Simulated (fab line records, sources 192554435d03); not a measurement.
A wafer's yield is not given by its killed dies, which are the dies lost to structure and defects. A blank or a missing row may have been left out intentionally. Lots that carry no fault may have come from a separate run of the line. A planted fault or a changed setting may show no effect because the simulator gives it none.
fab line records -- flow n5Finfet
record: lots: 7, wafers: 21, lastDay: 22
route steps=1938 shown DUMMY_GATE@240 SPACER0@261 SD_EPI_N@272 BEOL_M4@1111 PASSIVATION@1936
lots that met no fault: taken from a fault-free run of the same line
startH: the number of hours between the record's first day and the start of the first shown wafer of the lot -- waitH: hours from the lot's prior step to this one -- " repeats the value in the row above -- L1.1+2: several wafers, shown together as one row -- - no value, or no start was given -- * or withheld: withheld -- < > ~ a bound
route shown NAME@n: NAME is a module with steps in the file, n the number in the route of the first one -- usual: mean and standard deviation over wafers with no fault -- same: alike in all rows -- chamber/n: place in a boat -- sites: readings site by site -- _std_site: the standard deviation of these -- _edge_site: mean of outer sites minus mean of inner sites -- radiusMm: how far each site lies from the wafer's centre -- mask NAME#n: copy n -- behind: the tool/chamber that last shaped the wafer -- hold: why the lot was held/for how many hours/how that ended -- device: transistor that didn't switch, given as n, p or np -- end of line: the route-end tests of the same wafers -- a step with no rows: only its recipe -- killed: count of dies lost to structure and defects at first sort (not the wafer's yield) -- map: a wafer's dies, marking killed ones x, the rest . and places with no die _
set.NAME: the setting that was run; set.NAME@STEP: the one run at that earlier step -- model.NAME: the simulator's own value behind a step, which no gauge read
steps of the route over a sample of lots; a table a step, a row a wafer
services: when a tool's chamber went out of use (startH, in hours from the record's first day, below 0 if earlier), for how many hours, and the reason
== steps ==
step: N5_DUMMY_GATE_TRIM_49
recipe: chemistry: O2, resist: SOC, timeS: 29, targetCdNm: 14, sourcePowerW: 300, biasPowerW: 0, O2_flow_sccm: 100, tempC: 20
usual: O2_flow_sccm: 100.0/0.31, drypumpMotorCurrentA: 5.5/0.45, oesProductAu: 1.006/0.015, throttleValvePct: 8.10/0.1
lot.wafer,tool,chamber,startH,waitH,O2_flow_sccm,drypumpMotorCurrentA,oesProductAu,rfHoursCounterH,throttleValvePct
L939.4,rieSi-04,2,57.90,0.0,100.1,5.0,1.030,82,8.11
L939.5,rieSi-04,3,57.90,0.0,99.9,5.3,0.987,-,8.17
L939.6,rieSi-04,2,57.90,0.0,100.1,5.0,1.032,-,8.10
L941.4,rieSi-04,1,71.27,0.0,99.8,6.1,1.017,113,7.97
L941.5,rieSi-04,0,71.27,0.0,100.3,5.3,1.013,-,7.94
L941.6,rieSi-04,3,71.27,0.0,100.2,5.3,0.991,-,8.21
L949.3,rieSi-04,3,121.12,0.0,100.4,5.3,0.984,167,8.19
L949.5,rieSi-04,2,121.12,0.0,100.6,5.0,1.021,-,8.10
L949.6,rieSi-04,3,121.12,0.0,100.0,5.3,0.974,-,8.20
L950.2,rieSi-06,1,126.73,0.0,100.3,6.1,0.989,50,8.01
L950.4,rieSi-06,3,126.73,0.0,100.8,5.9,1.023,134,8.25
L950.6,rieSi-06,2,126.73,0.0,100.0,6.1,0.980,-,7.97
L953.3,rieSi-06,2,142.54,0.0,100.2,6.1,0.968,88,7.96
L953.5,rieSi-06,3,142.54,0.0,99.9,5.9,1.008,-,8.25
L953.6,rieSi-06,2,142.54,0.0,100.1,6.2,0.969,-,7.95
L956.1,rieSi-04,1,159.11,0.0,99.9,6.2,1.018,115,7.98
L956.4,rieSi-04,3,159.11,0.0,99.4,5.3,0.994,168,8.21
L956.5,rieSi-04,2,159.11,0.0,99.6,5.0,1.035,-,8.13
L957.1,rieSi-04,1,166.35,0.0,99.6,6.2,1.003,115,7.96
L957.5,rieSi-04,2,166.35,0.0,100.1,5.0,1.029,-,8.10
L957.6,rieSi-04,3,166.35,0.0,100.1,5.3,0.984,-,8.19
step: N5_DUMMY_GATE_STRIP_40
recipe: chemistry: CF4, resist: SiARC, powerW: 300, biasPowerW: 75, pressureMtorr: 50, cf4FlowSccm: 150, rfFrequencyHz: 6e+07
usual: drypumpMotorCurrentA: 5.8/0.36, oesProductAu: 0.80/0.083, rfVppV: 271.0/1.4, showerheadPlenumPTorr: 1.79/0.051, throttleValvePct: 13.56/0.19
lot.wafer,tool,chamber,startH,waitH,drypumpMotorCurrentA,oesProductAu,rfHoursCounterH,rfVppV,showerheadPlenumPTorr,throttleValvePct
L939.4,rieDiel-01,0,58.01,0.1,5.4,0.70,228,270.5,1.77,13.92
L939.5,rieDiel-01,3,58.01,0.1,6.1,0.69,-,271.6,1.84,13.84
L939.6,rieDiel-01,0,58.01,0.1,5.4,0.70,-,270.4,1.77,13.92
L941.4,rieDiel-03,3,71.37,0.1,6.2,0.84,64,272.8,1.75,13.33
L941.5,rieDiel-03,2,71.37,0.1,5.9,0.88,-,272.0,1.83,13.41
L941.6,rieDiel-03,3,71.37,0.1,6.2,0.84,-,272.0,1.75,13.32
L949.3,rieDiel-03,2,121.22,0.1,5.9,0.86,34,271.8,1.83,13.41
L949.5,rieDiel-03,2,121.22,0.1,5.9,0.86,-,272.6,1.83,13.42
L949.6,rieDiel-03,3,121.22,0.1,6.2,0.82,-,271.3,1.74,13.33
L950.2,rieDiel-01,0,126.89,0.1,5.4,0.68,249,269.6,1.77,13.99
L950.4,rieDiel-01,1,126.89,0.1,5.6,0.72,218,268.6,1.70,13.86
L950.6,rieDiel-01,2,126.89,0.1,5.7,0.83,-,272.5,1.83,13.70
L953.3,rieDiel-03,0,142.64,0.1,6.0,0.88,27,271.7,1.76,13.55
L953.5,rieDiel-03,0,142.64,0.1,6.0,0.89,-,269.3,1.76,13.54
L953.6,rieDiel-03,1,142.64,0.1,5.1,0.70,-,273.5,1.85,13.50
L956.1,rieDiel-06,3,159.21,0.1,5.8,0.69,225,268.5,1.70,13.53
L956.4,rieDiel-06,1,159.21,0.1,6.3,0.97,4,270.6,1.77,13.50
L956.5,rieDiel-06,0,159.21,0.1,6.5,0.77,-,273.2,1.86,13.54
L957.1,rieDiel-01,3,166.46,0.1,6.1,0.90,24,271.7,1.83,13.34
L957.5,rieDiel-01,3,166.46,0.1,6.1,0.90,-,272.9,1.83,13.36
L957.6,rieDiel-01,2,166.46,0.1,5.7,0.82,-,272.3,1.82,13.73
step: N5_DUMMY_GATE_ETCH_44
recipe: chemistry: HBr/O2, overEtchFrac: 0.7, targetDepthA: 1275, stopOn: SiO2, ionEnergyEv: 60, biasW: 20, target: poly-Si, maskMaterial: SiO2, pressureMtorr: 20, icpW: 400, HBr_flow_sccm: 120, O2_flow_sccm: 10
usual: O2_flow_sccm: 10.01/0.03, drypumpMotorCurrentA: 5.6/0.44, oesProductAu: 0.728/0.014, throttleValvePct: 18.35/0.16
lot.wafer,tool,chamber,startH,waitH,O2_flow_sccm,drypumpMotorCurrentA,oesProductAu,rfHoursCounterH,throttleValvePct
L939.4,rieSi-06,3,58.60,0.0,10.03,5.9,0.743,133,18.50
L939.5,rieSi-06,0,58.60,0.0,10.01,5.6,0.711,-,18.70
L939.6,rieSi-06,1,58.60,0.0,10.03,6.1,0.717,-,18.32
L941.4,rieSi-06,2,71.81,0.0,10.01,6.1,0.696,87,18.12
L941.5,rieSi-06,1,71.81,0.0,9.95,6.1,0.722,-,18.32
L941.6,rieSi-06,0,71.81,0.0,10.03,5.6,0.699,-,18.70
L949.3,rieSi-06,1,121.78,0.0,10.06,6.1,0.723,50,18.33
L949.5,rieSi-06,1,121.78,0.0,10.03,6.1,0.721,-,18.32
L949.6,rieSi-06,2,121.78,0.0,9.97,6.2,0.712,-,18.10
L950.2,rieSi-06,2,127.40,0.0,9.98,6.1,0.715,88,18.13
L950.4,rieSi-06,3,127.40,0.0,10.01,5.9,0.738,134,18.48
L950.6,rieSi-06,2,127.40,0.0,10.00,6.1,0.713,-,18.11
L953.3,rieSi-02,3,143.07,0.0,10.03,4.9,0.736,28,18.37
L953.5,rieSi-02,2,143.07,0.0,9.99,5.9,0.730,-,18.32
L953.6,rieSi-02,3,143.07,0.0,9.99,4.8,0.733,-,18.38
L956.1,rieSi-02,2,159.65,0.0,9.98,5.9,0.723,171,18.31
L956.4,rieSi-02,0,159.65,0.0,9.99,5.7,0.727,100,18.59
L956.5,rieSi-02,3,159.65,0.0,10.05,4.9,0.727,-,18.37
L957.1,rieSi-02,2,166.99,0.0,10.03,5.9,0.731,172,18.31
L957.5,rieSi-02,1,166.99,0.0,9.97,5.4,0.738,-,18.24
L957.6,rieSi-02,2,166.99,0.0,9.97,5.9,0.725,-,18.30
step: N5_DUMMY_GATE_STRIP_48
recipe: chemistry: N2/H2, timeS: 20, powerW: 100, tempC: 40, pressureMtorr: 100, rfFrequencyHz: 6e+07, biasPowerW: 3, n2FlowSccm: 300, h2FlowSccm: 300
usual: drypumpMotorCurrentA: 5.8/0.36, oesProductAu: 0.80/0.09, rfVppV: 45.2/0.82, showerheadPlenumPTorr: 3.37/0.1, throttleValvePct: 12.21/0.24
lot.wafer,tool,chamber,startH,waitH,drypumpMotorCurrentA,oesProductAu,rfHoursCounterH,rfVppV,showerheadPlenumPTorr,throttleValvePct
L939.4,rieDiel-06,1,58.81,0.0,6.3,0.68,232,45.1,3.34,12.62
L939.5,rieDiel-06,3,58.81,0.0,5.8,0.71,-,45.0,3.22,12.15
L939.6,rieDiel-06,0,58.81,0.0,6.5,0.81,-,46.1,3.53,12.17
L941.4,rieDiel-01,1,72.01,0.0,5.7,0.74,198,45.5,3.22,12.56
L941.5,rieDiel-01,2,72.01,0.0,5.7,0.87,-,45.8,3.44,12.24
L941.6,rieDiel-01,3,72.01,0.0,6.1,0.70,-,45.6,3.47,12.50
L949.3,rieDiel-06,3,121.98,0.0,5.8,0.70,214,45.6,3.21,12.19
L949.5,rieDiel-06,3,121.98,0.0,5.8,0.71,-,43.7,3.21,12.19
L949.6,rieDiel-06,2,121.98,0.0,5.5,0.82,-,43.4,3.42,12.00
L950.2,rieDiel-06,3,127.66,0.0,5.8,0.69,216,43.3,3.21,12.18
L950.4,rieDiel-06,2,127.66,0.0,5.5,0.81,-,45.7,3.42,12.00
L950.6,rieDiel-06,3,127.66,0.0,5.8,0.69,-,46.6,3.21,12.17
L953.3,rieDiel-01,2,143.32,0.0,5.7,0.84,62,45.7,3.43,12.31
L953.5,rieDiel-01,3,143.32,0.0,6.1,0.93,-,45.2,3.46,11.90
L953.6,rieDiel-01,2,143.32,0.0,5.7,0.83,-,45.5,3.43,12.31
L956.1,rieDiel-03,0,160.03,0.0,6.0,0.89,32,44.0,3.31,12.13
L956.4,rieDiel-03,1,160.03,0.0,5.2,0.71,214,44.8,3.48,12.21
L956.5,rieDiel-03,1,160.03,0.0,5.2,0.71,-,45.4,3.48,12.21
L957.1,rieDiel-01,2,167.20,0.0,5.7,0.83,68,44.8,3.42,12.32
L957.5,rieDiel-01,1,167.20,0.0,5.7,0.73,-,45.8,3.20,12.63
L957.6,rieDiel-01,2,167.20,0.0,5.7,0.84,-,47.0,3.42,12.33
step: N5_DUMMY_GATE_INSPECT_27
recipe: inspectInstrument: brightfield, mode: aei
usual: rawDefectCount: 271/73
lot.wafer,tool,chamber,startH,waitH,rawDefectCount
L939.4,defectInspect-02,-,59.00,0.0,333
L939.5,defectInspect-02,-,59.00,0.0,313
L939.6,defectInspect-02,-,59.00,0.0,283
L941.4,defectInspect-02,-,72.20,0.0,271
L941.5,defectInspect-02,-,72.20,0.0,215
L941.6,defectInspect-02,-,72.20,0.0,175
L949.3,defectInspect-02,-,122.17,0.0,607
L949.5,defectInspect-02,-,122.17,0.0,551
L949.6,defectInspect-02,-,122.17,0.0,494
L950.2,defectInspect-02,-,127.86,0.0,554
L950.4,defectInspect-02,-,127.86,0.0,463
L950.6,defectInspect-02,-,127.86,0.0,574
L953.3,defectInspect-01,-,143.51,0.0,432
L953.5,defectInspect-01,-,143.51,0.0,331
L953.6,defectInspect-01,-,143.51,0.0,364
L956.1,defectInspect-01,-,160.21,0.0,214
L956.4,defectInspect-01,-,160.21,0.0,265
L956.5,defectInspect-01,-,160.21,0.0,227
L957.1,defectInspect-01,-,167.39,0.0,354
L957.5,defectInspect-01,-,167.39,0.0,324
L957.6,defectInspect-01,-,167.39,0.0,296
step: N5_SPACER0_INSPECT_04
recipe: inspectInstrument: darkfield, mode: postDep
usual: rawDefectCount: 128/33
lot.wafer,tool,chamber,startH,waitH,rawDefectCount
L939.4,defectInspect-01,-,59.60,0.1,147
L939.5,defectInspect-01,-,59.60,0.1,147
L939.6,defectInspect-01,-,59.60,0.1,138
L941.4,defectInspect-02,-,72.81,0.1,119
L941.5,defectInspect-02,-,72.81,0.1,114
L941.6,defectInspect-02,-,72.81,0.1,98
L949.3,defectInspect-01,-,122.77,0.1,399
L949.5,defectInspect-01,-,122.77,0.1,388
L949.6,defectInspect-01,-,122.77,0.1,342
L950.2,defectInspect-01,-,128.46,0.1,397
L950.4,defectInspect-01,-,128.46,0.1,376
L950.6,defectInspect-01,-,128.46,0.1,407
L953.3,defectInspect-01,-,144.14,0.1,201
L953.5,defectInspect-01,-,144.14,0.1,162
L953.6,defectInspect-01,-,144.14,0.1,169
L956.1,defectInspect-01,-,160.82,0.1,104
L956.4,defectInspect-01,-,160.82,0.1,147
L956.5,defectInspect-01,-,160.82,0.1,123
L957.1,defectInspect-02,-,168.00,0.1,155
L957.5,defectInspect-02,-,168.00,0.1,158
L957.6,defectInspect-02,-,168.00,0.1,151
step: N5_SD_EPI_N_INSPECT_11
recipe: mode: adi, inspectInstrument: macro
usual: rawDefectCount: 2.1/1.5
lot.wafer,tool,chamber,startH,waitH,rawDefectCount
L939.4,defectInspect-02,-,59.93,0.0,2
L939.5,defectInspect-02,-,59.93,0.0,1
L939.6,defectInspect-02,-,59.93,0.0,4
L941.4,defectInspect-02,-,73.26,0.0,3
L941.5,defectInspect-02,-,73.26,0.0,1
L941.6,defectInspect-02,-,73.26,0.0,3
L949.3,defectInspect-01,-,123.23,0.0,259
L949.5,defectInspect-01,-,123.23,0.0,271
L949.6,defectInspect-01,-,123.23,0.0,260
L950.2,defectInspect-02,-,128.79,0.0,266
L950.4,defectInspect-02,-,128.79,0.0,234
L950.6,defectInspect-02,-,128.79,0.0,250
L953.3,defectInspect-01,-,144.46,0.0,3
L953.5,defectInspect-01,-,144.46,0.0,4
L953.6,defectInspect-01,-,144.46,0.0,1
L956.1,defectInspect-02,-,161.27,0.0,0
L956.4,defectInspect-02,-,161.27,0.0,2
L956.5,defectInspect-02,-,161.27,0.0,0
L957.1,defectInspect-01,-,168.33,0.0,1
L957.5,defectInspect-01,-,168.33,0.0,2
L957.6,defectInspect-01,-,168.33,0.0,0
step: N5_SD_EPI_N_INSPECT_26
recipe: inspectInstrument: darkfield, mode: postEpi
usual: rawDefectCount: 187/41
lot.wafer,tool,chamber,startH,waitH,rawDefectCount
L939.4,defectInspect-01,-,64.80,0.1,211
L939.5,defectInspect-01,-,64.80,0.1,211
L939.6,defectInspect-01,-,64.80,0.1,199
L941.4,defectInspect-02,-,78.00,0.1,164
L941.5,defectInspect-02,-,78.00,0.1,180
L941.6,defectInspect-02,-,78.00,0.1,149
L949.3,defectInspect-02,-,127.45,0.1,442
L949.5,defectInspect-02,-,127.45,0.1,419
L949.6,defectInspect-02,-,127.45,0.1,395
L950.2,defectInspect-01,-,133.19,0.1,466
L950.4,defectInspect-01,-,133.19,0.1,440
L950.6,defectInspect-01,-,133.19,0.1,490
L953.3,defectInspect-02,-,148.47,0.1,243
L953.5,defectInspect-02,-,148.47,0.1,234
L953.6,defectInspect-02,-,148.47,0.1,224
L956.1,defectInspect-02,-,165.91,0.1,177
L956.4,defectInspect-02,-,165.91,0.1,190
L956.5,defectInspect-02,-,165.91,0.1,178
L957.1,defectInspect-02,-,173.07,0.1,246
L957.5,defectInspect-02,-,173.07,0.1,230
L957.6,defectInspect-02,-,173.07,0.1,235
step: N5_BEOL_M4_RC_MEAS_101
usual: DIBL_N: 36.3/1.1, DIBL_P: 36.3/1.4, IOFF_N: 0.155/0.019, IOFF_P: 0.211/0.027, ION_N: 672/8.5, ION_P: 462/5.8, SS_N: 71.5/0.56, SS_P: 73.3/0.52, VT_N: 249.9/2.5, VT_P: -249.8/2.8
lot.wafer,tool,chamber,startH,waitH,DIBL_N[mV/V],DIBL_P[mV/V],IOFF_N[nA/um],IOFF_P[nA/um],ION_N[uA/um],ION_P[uA/um],SS_N[mV/dec],SS_P[mV/dec],VT_N[mV],VT_P[mV]
L939.4,prober-01,0,228.86,0.5,35.6,36.9,0.152,0.178,669,451,71.1,73.6,248.7,-253.7
L939.5,prober-01,0,228.86,0.5,34.9,35.4,0.134,0.170,670,456,71.3,73.3,249.2,-252.4
L939.6,prober-01,0,228.86,0.5,35.7,35.9,0.153,0.178,671,455,72.0,73.3,251.5,-253.4
L941.4,prober-01,0,238.37,0.5,37.2,37.1,0.172,0.244,676,472,71.9,73.9,248.4,-244.4
L941.5,prober-01,0,238.37,0.5,36.5,36.6,0.161,0.243,672,467,71.8,73.0,247.0,-247.3
L941.6,prober-01,0,238.37,0.5,35.9,35.2,0.140,0.227,669,469,71.0,72.7,252.1,-248.4
L949.3,prober-01,0,335.78,0.3,34.7,33.6,0.137,0.184,666,458,70.4,72.8,250.3,-251.3
L949.5,prober-01,0,335.78,0.3,36.8,35.7,0.175,0.211,667,453,71.2,73.8,248.7,-250.6
L949.6,prober-01,0,335.78,0.3,35.3,34.6,0.146,0.197,665,458,70.7,73.1,248.0,-250.7
L950.2,prober-01,0,346.64,0.2,36.8,37.0,0.144,0.238,663,460,72.3,73.7,251.8,-247.6
L950.4,prober-01,0,346.64,0.2,34.9,35.0,0.116,0.204,650,455,71.6,72.6,257.1,-250.4
L950.6,prober-01,0,346.64,0.2,37.2,37.4,0.153,0.250,665,460,72.1,73.7,251.9,-248.8
L953.3,prober-01,0,351.59,0.3,35.4,36.2,0.143,0.196,665,461,71.9,73.2,253.8,-252.5
L953.5,prober-01,0,351.59,0.3,35.7,37.6,0.146,0.219,669,463,71.4,73.5,252.3,-248.9
L953.6,prober-01,0,351.59,0.3,34.8,35.6,0.134,0.186,658,454,72.3,73.0,252.1,-251.9
L957.1,prober-02,0,390.06,0.0,36.5,36.4,0.150,0.210,676,466,71.5,72.9,250.0,-250.0
L957.5,prober-02,0,390.06,0.0,40.0,40.9,0.228,0.301,699,479,72.5,74.0,242.9,-244.8
L957.6,prober-02,0,390.06,0.0,37.1,37.2,0.171,0.236,677,471,71.1,73.1,246.3,-247.0
L956.1,prober-02,0,391.34,0.0,36.7,36.8,0.160,0.218,677,467,71.3,73.0,248.6,-247.3
L956.4,prober-02,0,391.34,0.0,37.0,37.5,0.168,0.219,684,468,70.9,72.6,249.9,-248.5
L956.5,prober-02,0,391.34,0.0,35.8,35.6,0.143,0.199,665,463,71.3,73.0,249.8,-250.6
step: N5_PASSIVATION_PROBE_49
usual: defectLimitedYield: 91.4/1.2, killed_at_M0_to_M3: 34/10, killed_at_M4_up: 14/5.1, killedAtContacts: 12/6.4, killedAtFrontEnd: 38/9.3, killedAtOther: 4/3, killedDies: 102/15, killedOpen: 67/12, killedShort: 33/6.9, sort_bin_5_function: 5.0/0.86, sort_bin_6_memory: 3.2/0.58, sort_bin_8_speed: 0.00/0.0099, sortNPass: 1078/15, sortYieldPct: 91.4/1.2
same: grossDies: 1180, killedAtBackSide: 0, sort_bin_4_leakage[%]: 0
lot.wafer,tool,chamber,startH,waitH,defectLimitedYield[%],killed_at_M0_to_M3,killed_at_M4_up,killedAtContacts,killedAtFrontEnd,killedAtOther,killedDies,killedOpen,killedShort,sort_bin_5_function[%],sort_bin_6_memory[%],sort_bin_8_speed[%],sortNPass,sortYieldPct[%]
L939.4,prober-01,-,337.80,0.2,91.7,48,14,8,25,3,98,68,26,4.7,3.2,0,1082,91.7
L939.5,prober-01,-,337.85,0.2,90.3,42,24,6,39,3,114,74,39,6.1,3.2,0,1066,90.3
L939.6,prober-01,-,337.90,0.3,88.6,52,20,3,59,1,135,85,44,6.4,4.5,0,1045,88.6
L949.3,prober-01,-,438.56,0.1,84.2,30,18,9,126,4,187,58,29,9.9,4.7,0,993,84.2
L949.5,prober-01,-,438.66,0.2,84.2,40,9,13,118,6,186,60,34,9.9,4.4,0,994,84.2
L949.6,prober-01,-,438.71,0.3,85.6,21,5,12,125,7,170,44,33,10.1,3.3,0,1010,85.6
L950.2,prober-02,-,468.38,0.8,82.3,43,9,14,140,3,209,86,34,11.2,5.1,0,971,82.3
L950.4,prober-02,-,468.48,0.9,83.4,34,19,23,117,3,196,85,38,10.1,5.0,0.08,983,83.3
L950.6,prober-02,-,468.58,1.0,82.7,31,21,13,133,6,204,79,34,10.5,5.8,0,976,82.7
killed by level:class
L939.4 BEOL_M0_SAQP:geometricParticle:open=14 FIN_SAQP:geometricParticle:open=12 BEOL_M0_SAQP:geometricParticle:short=12 BEOL_M3:geometricParticle:open=11 MOL_CONTACT_COAG:geometricParticle:open=7 BEOL_M1:geometricParticle:open=4 BEOL_M2:geometricParticle:open=4 DUMMY_GATE:geometricParticle:open=3
L939.5 FIN_SAQP:geometricParticle:open=18 BEOL_M0_SAQP:geometricParticle:short=11 BEOL_M4:geometricParticle:open=10 BEOL_M0_SAQP:geometricParticle:open=8 BEOL_M3:geometricParticle:open=7 GATE_CUT:geometricParticle:short=6 FIN_SAQP:geometricParticle:short=5 MOL_CONTACT_COAG:geometricParticle:open=5
L939.6 BEOL_M0_SAQP:geometricParticle:open=16 BEOL_M0_SAQP:geometricParticle:short=15 FIN_SAQP:geometricParticle:open=14 STI_FIN_REVEAL:geometricParticle:open=12 FIN_SAQP:geometricParticle:short=8 BEOL_M4:geometricParticle:open=8 BEOL_M3:geometricParticle:open=8 DUMMY_GATE:geometricParticle:open=6
L949.3 DUMMY_GATE:unspecified=99 MOL_CONTACT_COAG:geometricParticle:open=8 BEOL_M2:geometricParticle:open=7 FIN_SAQP:geometricParticle:open=6 BEOL_M1:geometricParticle:open=6 BEOL_M4:geometricParticle:open=6 BEOL_M0_SAQP:geometricParticle:open=5 BEOL_M0_SAQP:geometricParticle:short=5
L949.5 DUMMY_GATE:unspecified=86 FIN_SAQP:geometricParticle:open=12 MOL_CONTACT_COAG:geometricParticle:open=10 FIN_SAQP:geometricParticle:short=9 BEOL_M0_SAQP:geometricParticle:short=8 BEOL_M2:geometricParticle:open=7 BEOL_M1:geometricParticle:open=6 BEOL_M3:geometricParticle:open=5
L949.6 DUMMY_GATE:unspecified=91 STI_FIN_REVEAL:geometricParticle:open=8 MOL_CONTACT_COAG:geometricParticle:open=7 BEOL_M1:geometricParticle:open=6 DUMMY_GATE:geometricParticle:open=5 MOL_CONTACT_COAG:geometricParticle:short=5 STARTING-WAFER:geometricParticle:short=5 FIN_SAQP:geometricParticle:short=4
L950.2 DUMMY_GATE:unspecified=87 FIN_SAQP:geometricParticle:open=17 MOL_CONTACT_COAG:geometricParticle:open=12 BEOL_M0_SAQP:geometricParticle:short=10 BEOL_M0_SAQP:geometricParticle:open=10 BEOL_M2:geometricParticle:open=10 FIN_SAQP:geometricParticle:short=9 DUMMY_GATE:geometricParticle:open=9
L950.4 DUMMY_GATE:unspecified=69 MOL_CONTACT_COAG:geometricParticle:open=20 FIN_SAQP:geometricParticle:open=17 BEOL_M2:geometricParticle:open=12 BEOL_M0_SAQP:geometricParticle:open=8 FIN_SAQP:geometricParticle:short=6 DUMMY_GATE:geometricParticle:open=5 STARTING-WAFER:geometricParticle:short=5
L950.6 DUMMY_GATE:unspecified=89 MOL_CONTACT_COAG:geometricParticle:open=12 FIN_SAQP:geometricParticle:short=10 DUMMY_GATE:geometricParticle:open=9 BEOL_M3:geometricParticle:open=7 BEOL_M2:geometricParticle:open=7 BEOL_M0_SAQP:geometricParticle:open=7 STI_FIN_REVEAL:geometricParticle:open=6
== services ==
tool,chamber,startH,hours,kind
rieSi-02,2,34.85,9.6,repair
rieDiel-01,1,48.99,5.8,repair
rieSi-02,1,70.28,20.1,repair
rieDiel-01,3,77.62,-,clean
rieDiel-01,3,77.62,-,consumableReplace:focusRing
rieDiel-01,3,77.62,17.9,scheduledDown
rieDiel-01,3,77.62,17.9,ventCycle
rieDiel-03,-,82.64,0.7,repair
rieSi-04,2,86.80,6.4,repair
rieSi-06,0,89.30,10.1,repair
rieSi-06,3,95.45,8.2,repair
rieSi-04,3,102.90,8.9,repair
rieDiel-03,3,106.94,1.8,repair
rieDiel-06,1,123.02,-,clean
rieDiel-06,1,123.02,-,consumableReplace:focusRing
rieDiel-06,1,123.02,17.3,scheduledDown
rieDiel-06,1,123.02,17.3,ventCycle
rieDiel-03,0,125.34,6.0,repair
rieDiel-01,0,128.42,-,clean
rieDiel-01,0,128.42,-,consumableReplace:focusRing
rieDiel-01,0,128.42,12.2,scheduledDown
rieDiel-01,0,128.42,12.2,ventCycle
rieDiel-01,2,154.65,6.9,repair
== key ==
firstSign: step: N5_DUMMY_GATE_INSPECT_27, reading: rawDefectCount, direction: up, sigmas: 3.7, usual: 271, struck: 540
effect: step: N5_SPACER0_INSPECT_04, reading: rawDefectCount, direction: up, sigmas: 7.9, usual: 128, struck: 385
effect: step: N5_SD_EPI_N_INSPECT_11, reading: rawDefectCount, direction: up, sigmas: 99+, usual: 2.1, struck: 256.7
effect: step: N5_SD_EPI_N_INSPECT_26, reading: rawDefectCount, direction: up, sigmas: 6.2, usual: 187, struck: 442
effect: step: N5_PASSIVATION_PROBE_49, reading: killedAtFrontEnd, direction: up, sigmas: 9.5, usual: 38, struck: 126
moreKillsBornAt: N5_DUMMY_GATE_ETCH_44@rieSi-06: 521
metAt N5_DUMMY_GATE_ETCH_44
struckLots L949,L950
notActingAt N5_DUMMY_GATE_TRIM_49,N5_DUMMY_GATE_STRIP_40,N5_DUMMY_GATE_STRIP_48
onsetBetween 71.81 121.78
fault: kind: chamberParticleSource, tool: rieSi-06, chamber: -, onsetH: 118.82, steps: N5_DUMMY_GATE_ETCH_44, ratePerVisitCm2: 0.39231, endH: 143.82
